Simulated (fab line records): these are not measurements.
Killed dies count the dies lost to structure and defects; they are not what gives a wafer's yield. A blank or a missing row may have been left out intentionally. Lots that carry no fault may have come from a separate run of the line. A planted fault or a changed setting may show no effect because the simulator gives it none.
Matching of chambers / flow n5-finfet / N5_BEOL_M7_DESCUM_33 on rie-diel-05: 4 sister chambers
The step chemistry O2, time 7 s. 4 wafers are shown with their chamber, then 10 later ones without.

WAFERS, EACH WITH ITS CHAMBER
wafer=L086.3; chamber=3; showerhead-plenum-p-Torr (Torr)=2.16
wafer=L086.4; chamber=2; showerhead-plenum-p-Torr (Torr)=2.14
wafer=L090.1; chamber=1; showerhead-plenum-p-Torr (Torr)=1.99
wafer=L090.2; chamber=0; showerhead-plenum-p-Torr (Torr)=2.18

WAFERS WITHOUT THEIR CHAMBER
wafer=L090.3; showerhead-plenum-p-Torr (Torr)=2.14
wafer=L092.1; showerhead-plenum-p-Torr (Torr)=1.99
wafer=L092.4; showerhead-plenum-p-Torr (Torr)=2.18
wafer=L092.6; showerhead-plenum-p-Torr (Torr)=1.99
wafer=L095.2; showerhead-plenum-p-Torr (Torr)=1.99
wafer=L095.3; showerhead-plenum-p-Torr (Torr)=2.15
wafer=L095.5; showerhead-plenum-p-Torr (Torr)=1.99
wafer=L094.1; showerhead-plenum-p-Torr (Torr)=2.14
wafer=L094.2; showerhead-plenum-p-Torr (Torr)=2.15
wafer=L094.5; showerhead-plenum-p-Torr (Torr)=2.15

THE CHAMBER EACH PASSED THROUGH
wafer=L090.3; from the rows above=2; in truth=2
wafer=L092.1; from the rows above=1; in truth=1
wafer=L092.4; from the rows above=0; in truth=0
wafer=L092.6; from the rows above=1; in truth=1
wafer=L095.2; from the rows above=1; in truth=1
wafer=L095.3; from the rows above=can't be placed: 2 or 3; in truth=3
wafer=L095.5; from the rows above=1; in truth=1
wafer=L094.1; from the rows above=2; in truth=2
wafer=L094.2; from the rows above=can't be placed: 2 or 3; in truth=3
wafer=L094.5; from the rows above=can't be placed: 2 or 3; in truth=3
Placed correctly: 7 of 10. Can't be placed from these rows: 3 (the true chamber is among the candidates in 3). Number placed wrongly: 0.
How it was worked out, from the rows above alone: a wafer's distance from a chamber is the root of the sum, over the readings, of the square of ((its reading less the chamber's mean) divided by the reading's scatter). The wafer belongs to the nearest chamber; if the next one is less than 2 further off, it can't be placed. For every chamber, the mean is computed from those of its wafers that are shown. The scatter: with one shown wafer a chamber, the root of the mean of the squares of how far each hidden wafer lies from its nearest shown one.
